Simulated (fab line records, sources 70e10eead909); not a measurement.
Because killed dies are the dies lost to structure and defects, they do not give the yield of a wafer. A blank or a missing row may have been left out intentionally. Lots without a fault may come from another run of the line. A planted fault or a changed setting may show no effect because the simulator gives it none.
Chamber matching | flow nandHarc | NHARC_A_M0_DESCUM_14 on rieDiel-06 has 4 sister chambers
The step chemistry O2, time 3 s. 8 wafers are shown with their chamber, then 11 later ones without.

WAFERS PAIRED WITH THEIR CHAMBERS
wafer  | chamber | drypumpMotorCurrentA (A) | rfVppV (V)
L082.2 | 0       | 5.0                      | 59.5
L083.1 | 1       | 4.7                      | 57.5
L083.6 | 0       | 5.0                      | 57.5
L087.6 | 3       | 5.8                      | 56.8
L089.1 | 1       | 4.7                      | 58.1
L089.2 | 2       | 6.1                      | 56.5
L089.5 | 2       | 6.1                      | 57.4
L093.1 | 3       | 5.9                      | 57.4

WAFERS WHOSE CHAMBER IS MISSING
wafer  | drypumpMotorCurrentA (A) | rfVppV (V)
L093.2 | 5.0                      | 56.7
L093.6 | 6.2                      | 57.5
L094.1 | 6.1                      | 57.3
L094.2 | 4.7                      | 56.6
L094.6 | 5.0                      | 57.8
L095.2 | 6.1                      | 57.9
L095.4 | 5.8                      | 57.2
L095.5 | 6.1                      | 56.6
L097.1 | 6.1                      | 57.7
L097.3 | 5.9                      | 57.4
L097.6 | 5.9                      | 56.8

CHAMBER TAKEN BY EACH
wafer  | from the rows above | in truth
L093.2 | 0                   | 0
L093.6 | 2                   | 2
L094.1 | 2                   | 2
L094.2 | 1                   | 1
L094.6 | 0                   | 0
L095.2 | 2                   | 2
L095.4 | 3                   | 3
L095.5 | 2                   | 2
L097.1 | 2                   | 2
L097.3 | 3                   | 3
L097.6 | 3                   | 3
Placed correctly: 11 of 11. Not placeable from these rows: 0. Placed wrongly: 0.
How it was worked out, from the rows above alone: a wafer's distance from a chamber is the root of the sum, over the readings, of the square of ((its reading less the chamber's mean) divided by the reading's scatter). If the next closest chamber is less than 2 further off than the closest, the wafer can't be placed; otherwise it belongs to the closest. For every chamber, the mean is computed from those of its wafers that are shown. The scatter is the square root of a quotient: the sum, over the shown wafers, of each reading's squared deviation from its chamber's mean, divided by wafers minus chambers.
